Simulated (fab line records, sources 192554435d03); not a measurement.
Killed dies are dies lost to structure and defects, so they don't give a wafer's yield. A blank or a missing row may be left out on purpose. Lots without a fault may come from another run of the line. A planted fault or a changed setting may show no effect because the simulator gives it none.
Which tool did it? | flow n5_finfet | 13 lots, 38 wafers sampled, at 4 steps of a route of 1938

WHAT THE GAUGES READ, wafer by wafer
N5_PMOS_HMC_CHANNEL_EPI_THK_MEAS_22.
lot  | measured    | on            | HMC_CMP_THK (nm)
L790 | day 1 19:52 | film_metro-02 | 53.4 55.4
L791 | day 2 02:05 | film_metro-02 | 55.7 53.5 55.0
L792 | day 2 07:28 | film_metro-01 | 53.1 54.3 53.4
L793 | day 2 16:03 | film_metro-02 | 53.9 54.2 53.3
L794 | day 2 22:07 | film_metro-02 | 52.7 54.9 53.9
L795 | day 3 02:10 | film_metro-02 | 55.4 53.8 53.9
L798 | day 3 20:05 | film_metro-02 | 55.4 53.6 53.1
L799 | day 4 01:45 | film_metro-01 | 53.3 53.5 55.4
L800 | day 4 07:41 | film_metro-02 | 54.8 54.1 53.9
L801 | day 4 13:59 | film_metro-02 | 55.4 54.7 55.5
L805 | day 5 14:15 | film_metro-01 | 54.1 53.0 53.4
L809 | day 6 14:00 | film_metro-01 | 54.2 53.5 53.7
L813 | day 7 13:22 | film_metro-01 | 53.8 53.4 53.6

N5_FIN_SAQP_THK_MEAS_07.
lot  | measured    | on            | thk_nm (nm)
L790 | day 1 22:56 | film_metro-01 | 59.2 61.0
L791 | day 2 03:23 | film_metro-02 | 60.7 60.3 61.5
L792 | day 2 08:47 | film_metro-01 | 59.6 58.9 61.2
L793 | day 2 17:33 | film_metro-01 | 59.6 59.5 60.3
L794 | day 2 23:31 | film_metro-01 | 59.5 60.5 60.2
L795 | day 3 04:34 | film_metro-02 | 59.0 59.9 60.9
L798 | day 3 21:30 | film_metro-02 | 59.5 60.9 60.9
L799 | day 4 03:08 | film_metro-02 | 59.5 61.6 60.0
L800 | day 4 09:28 | film_metro-02 | 60.6 61.0 61.3
L801 | day 4 15:26 | film_metro-01 | 60.1 60.6 60.7
L805 | day 5 15:36 | film_metro-01 | 59.2 60.0 60.1
L809 | day 6 15:25 | film_metro-01 | 59.8 60.8 60.8
L813 | day 7 14:41 | film_metro-02 | 59.9 61.3 61.3

WHICH TOOL RAN EACH LOT (tool, then ch and the chambers of the sampled wafers, then the start)
lot  | N5_WELL_APT_RTA_34              | N5_FIN_SAQP_ALD_61
L790 | rtp_anneal-01 ch 0, day 1 15:40 | ald_sin-04 ch 0,1, day 1 22:08
L791 | rtp_anneal-01 ch 0, day 1 22:04 | ald_sin-01 ch 0,3, day 2 02:41
L792 | rtp_anneal-02 ch 0, day 2 03:50 | ald_sin-04 ch 0,1,3, day 2 08:04
L793 | rtp_anneal-02 ch 0, day 2 10:38 | ald_sin-04 ch 0,1,2, day 2 16:39
L794 | rtp_anneal-01 ch 0, day 2 17:25 | ald_sin-04 ch 0,1, day 2 22:43
L795 | rtp_anneal-02 ch 0, day 2 22:18 | ald_sin-03 ch 1,2, day 3 03:46
L798 | rtp_anneal-01 ch 0, day 3 15:48 | ald_sin-03 ch 0,1,2, day 3 20:47
L799 | rtp_anneal-02 ch 0, day 3 22:12 | ald_sin-03 ch 1,2, day 4 02:22
L800 | rtp_anneal-02 ch 0, day 4 04:03 | ald_sin-03 ch 0,1, day 4 08:34
L801 | rtp_anneal-01 ch 0, day 4 09:50 | ald_sin-03 ch 0,1, day 4 14:44
L805 | rtp_anneal-01 ch 0, day 5 10:10 | ald_sin-01 ch 1,2,3, day 5 14:52
L809 | rtp_anneal-01 ch 0, day 6 09:55 | ald_sin-01 ch 0,2, day 6 14:42
L813 | rtp_anneal-02 ch 0, day 7 09:43 | ald_sin-01 ch 0,3, day 7 13:58
- N5_WELL_APT_RTA_34: time 10 s.
- N5_FIN_SAQP_ALD_61: deposits SiO2, target thk 4 nm, pulse time 1 s, purge time 2 s.

WHAT THE TOOLS THEMSELVES READ (means of the sampled wafers that have a number; where no wafer has one, the mark that the record gives instead)
N5_WELL_APT_RTA_34.
lot  | tool          | lamp_power_pct (%) | lamp_zone_4_pct (%) | wafer_temp_C_max
L790 | rtp_anneal-01 | 12.96              | 12.998              | 1003.1
L791 | rtp_anneal-01 | 12.98              | 12.990              | 1004.3
L792 | rtp_anneal-02 | 13.00              | 13.000              | 1002.7
L793 | rtp_anneal-02 | 13.00              | 12.986              | 1003.7
L794 | rtp_anneal-01 | 12.98              | 12.988              | 1003.7
L795 | rtp_anneal-02 | 13.01              | 13.000              | 1003.3
L798 | rtp_anneal-01 | 12.98              | 13.007              | 1003.3
L799 | rtp_anneal-02 | 13.05              | 13.027              | 1002.7
L800 | rtp_anneal-02 | 12.96              | 13.001              | 1002.9
L801 | rtp_anneal-01 | 13.04              | 12.961              | 1003.9
L805 | rtp_anneal-01 | 13.00              | 13.012              | 1003.9
L809 | rtp_anneal-01 | 13.00              | 12.998              | 1003.5
L813 | rtp_anneal-02 | 12.99              | 13.002              | 1004.0

N5_FIN_SAQP_ALD_61.
lot  | tool       | heater_power_w (W) | precursor_pulse_height_rel
L790 | ald_sin-04 | 455                | 1.006
L791 | ald_sin-01 | 471                | 1.016
L792 | ald_sin-04 | 467                | 1.017
L793 | ald_sin-04 | 458                | 1.011
L794 | ald_sin-04 | 434                | 0.999
L795 | ald_sin-03 | 459                | 1.007
L798 | ald_sin-03 | 503                | 0.985
L799 | ald_sin-03 | 461                | 1.002
L800 | ald_sin-03 | 479                | 1.003
L801 | ald_sin-03 | 492                | 1.003
L805 | ald_sin-01 | 464                | 1.025
L809 | ald_sin-01 | 465                | 0.989
L813 | ald_sin-01 | 483                | 0.980

THE ANSWER, worked out from the rows above alone
Rule: what is usual is taken from the lots themselves. Put in order of their means at a reading, lots are off if they are a third of the lots or fewer, leave a main group of 4 or more, and stand apart from it by a gap of 3 or more times the standard deviation of the main group's means; of several such gaps the widest counts. A main group whose means are all the same, to the digits that the tables above print for the reading, isn't used. A lot without any number at a reading at which 4 lots or more have one is off too. The other lots that the step has rows for count as sound. The gauges are gone through in route order, then the tools' own readings, and for those a lot's mean is taken as printed above. The first step at which some lot is off is used, and at that step the reading that is off furthest; a lot without a number counts as furthest.
No lot is off at any reading shown: from this, nothing can be told.

WHAT THE SIMULATOR HAD PUT IN
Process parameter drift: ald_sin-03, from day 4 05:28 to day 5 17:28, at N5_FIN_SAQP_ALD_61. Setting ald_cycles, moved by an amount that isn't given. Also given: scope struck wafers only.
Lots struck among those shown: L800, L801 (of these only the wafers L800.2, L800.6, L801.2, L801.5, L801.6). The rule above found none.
